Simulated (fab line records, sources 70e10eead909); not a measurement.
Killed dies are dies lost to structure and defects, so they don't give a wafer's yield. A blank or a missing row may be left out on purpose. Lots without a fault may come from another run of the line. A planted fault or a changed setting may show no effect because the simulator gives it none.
Chamber matching | flow nand_harc | NHARC_A_BONDPAD_STRIP_15 on rie_diel-10: 4 sister chambers
The step strips in O2. 18 wafers are shown with their chamber, then 9 later ones without.

WAFERS WITH THEIR CHAMBER
wafer  | chamber | showerhead_plenum_p_Torr (Torr) | drypump_motor_current_A (A) | throttle_valve_pct (%)
L279.4 | 2       | 3.78                            | 5.3                         | 17.037
L279.5 | 1       | 3.45                            | 5.0                         | 17.028
L279.6 | 2       | 3.78                            | 5.3                         | 17.035
L281.1 | 2       | 3.78                            | 5.2                         | 17.012
L281.3 | 1       | 3.44                            | 5.0                         | 17.030
L281.4 | 3       | 3.55                            | 5.6                         | 17.034
L283.1 | 2       | 3.78                            | 5.2                         | 17.048
L283.2 | 3       | 3.55                            | 5.6                         | 17.047
L283.5 | 0       | 3.42                            | 5.2                         | 17.042
L286.2 | 0       | 3.42                            | 5.3                         | 17.056
L286.4 | 2       | 3.78                            | 5.2                         | 17.031
L286.6 | 0       | 3.42                            | 5.3                         | 17.055
L296.3 | 3       | 3.55                            | 5.6                         | 17.042
L296.4 | 0       | 3.42                            | 5.3                         | 17.050
L296.6 | 2       | 3.78                            | 5.2                         | 17.047
L298.1 | 0       | 3.42                            | 5.3                         | 17.041
L298.3 | 3       | 3.55                            | 5.6                         | 17.030
L298.6 | 2       | 3.78                            | 5.2                         | 17.030

SIGNATURES (means of the wafers above)
reading                  | chamber 0 | chamber 1 | chamber 2 | chamber 3 | scatter within a chamber
showerhead_plenum_p_Torr | 3.4200    | 3.4450    | 3.7800    | 3.5500    | 0.00189
drypump_motor_current_A  | 5.280     | 5.000     | 5.229     | 5.600     | 0.0399
throttle_valve_pct       | 17.04880  | 17.02900  | 17.03429  | 17.03825  | 0.00949
Rule: a wafer's distance from a chamber is the root of the sum, over the readings, of the square of ((its reading less the chamber's mean) divided by the reading's scatter). The wafer belongs to the nearest chamber; if the next one is less than 2 further off, it can't be placed. The scatter: the root of (the sum of the squares of (reading less its chamber's mean) over the shown wafers, divided by (wafers less chambers)).

WAFERS WITHOUT THEIR CHAMBER
wafer  | showerhead_plenum_p_Torr (Torr) | drypump_motor_current_A (A) | throttle_valve_pct (%)
L299.1 | 3.44                            | 5.0                         | 17.038
L299.3 | 3.78                            | 5.3                         | 17.033
L299.4 | 3.44                            | 5.0                         | 17.022
L301.2 | 3.78                            | 5.2                         | 17.043
L301.4 | 3.42                            | 5.3                         | 17.046
L301.6 | 3.55                            | 5.6                         | 17.022
L302.2 | 3.44                            | 5.0                         | 17.031
L302.4 | 3.55                            | 5.6                         | 17.023
L302.5 | 3.44                            | 5.0                         | 17.032

WHICH CHAMBER EACH WENT THROUGH
wafer  | from the rows above | in truth
L299.1 | 1                   | 1
L299.3 | 2                   | 2
L299.4 | 1                   | 1
L301.2 | 2                   | 2
L301.4 | 0                   | 0
L301.6 | 3                   | 3
L302.2 | 1                   | 1
L302.4 | 3                   | 3
L302.5 | 1                   | 1
Placed correctly: 9 of 9. Can't be placed from these rows: 0. Placed wrongly: 0.
